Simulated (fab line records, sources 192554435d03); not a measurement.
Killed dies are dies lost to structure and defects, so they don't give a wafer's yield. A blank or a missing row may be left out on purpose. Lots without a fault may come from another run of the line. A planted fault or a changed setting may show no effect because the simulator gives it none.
Which tool did it? | flow n5_finfet | 10 lots, 30 wafers sampled, at 4 steps of a route of 1938

WHAT THE GAUGES READ, wafer by wafer
N5_BEOL_M10_OVL_MEAS_29.
lot  | measured     | on         | V9_OVL (nm)
L075 | day 10 10:47 | overlay-02 | -0.2 0.0 0.6
L078 | day 11 07:43 | overlay-01 | -0.8 -0.4 -1.7
L081 | day 11 23:10 | overlay-02 | -0.3 -0.4 -0.6
L082 | day 12 06:46 | overlay-02 | 0.3 0.2 -0.9
L086 | day 13 14:22 | overlay-02 | -0.1 -0.8 0.9
L088 | day 14 11:45 | overlay-02 | 0.2 0.1 0.1
L090 | day 15 01:04 | overlay-02 | 0.2 -0.3 -0.1
L091 | day 15 12:32 | overlay-02 | 0.1 -0.7 -0.3
L094 | day 15 21:14 | overlay-01 | 0.4 0.8 -1.2
L096 | day 16 08:59 | overlay-01 | -0.7 1.0 -0.1

WHICH TOOL RAN EACH LOT (tool, then ch and the chambers of the sampled wafers, then the start)
lot  | N5_BEOL_M10_PECVD_70            | N5_BEOL_M10_ETCH_61                | N5_BEOL_M10_STRIP_67
L075 | pecvd-01 ch 0,2, day 10 08:15   | rie_diel-01 ch 0,1,3, day 10 09:41 | rie_diel-01 ch 0,1,3, day 10 09:53
L078 | pecvd-03 ch 0,1,2, day 11 05:18 | rie_diel-06 ch 1,2,3, day 11 06:32 | rie_diel-06 ch 1,2,3, day 11 06:44
L081 | pecvd-04 ch 0,2, day 11 17:33   | rie_diel-06 ch 0,1,3, day 11 18:59 | rie_diel-06 ch 0,1,3, day 11 19:11
L082 | pecvd-04 ch 1,2, day 12 03:03   | rie_diel-02 ch 1,2,3, day 12 05:49 | rie_diel-02 ch 1,2,3, day 12 06:01
L086 | pecvd-04 ch 0,1, day 13 11:10   | rie_diel-06 ch 0,1,3, day 13 12:23 | rie_diel-06 ch 0,1,3, day 13 12:35
L088 | pecvd-03 ch 0,1,2, day 14 07:26 | rie_diel-01 ch 1,2,3, day 14 08:14 | rie_diel-01 ch 1,2,3, day 14 08:26
L090 | pecvd-04 ch 0,1, day 14 21:31   | rie_diel-01 ch 0,3, day 15 00:11   | rie_diel-01 ch 0,3, day 15 00:23
L091 | pecvd-03 ch 0,1,2, day 15 07:04 | rie_diel-02 ch 0,2,3, day 15 09:25 | rie_diel-02 ch 0,2,3, day 15 09:37
L094 | pecvd-03 ch 0,1, day 15 15:14   | rie_diel-01 ch 0,1, day 15 17:00   | rie_diel-01 ch 0,1, day 15 17:11
L096 | pecvd-03 ch 0,2, day 16 05:06   | rie_diel-06 ch 0,2, day 16 06:53   | rie_diel-06 ch 0,2, day 16 07:04
- N5_BEOL_M10_PECVD_70: deposits SiO2 from TEOS/O2, target thk 20 nm, time 22.7 s.
- N5_BEOL_M10_ETCH_61: etches SiARC in CF4, target depth 39 nm, time 65 s.
- N5_BEOL_M10_STRIP_67: strips in CF4.

THE ANSWER, worked out from the rows above alone
Rule: what is usual is taken from the lots themselves. Put in order of their means at a reading, lots are off if they are a third of the lots or fewer, leave a main group of 4 or more, and stand apart from it by a gap of 3 or more times the standard deviation of the main group's means; of several such gaps the widest counts. A main group whose means are all the same, to the digits that the tables above print for the reading, isn't used. A lot without any number at a reading at which 4 lots or more have one is off too. The other lots that the step has rows for count as sound.
No lot is off at any reading shown: from this, nothing can be told.

WHAT THE SIMULATOR HAD PUT IN
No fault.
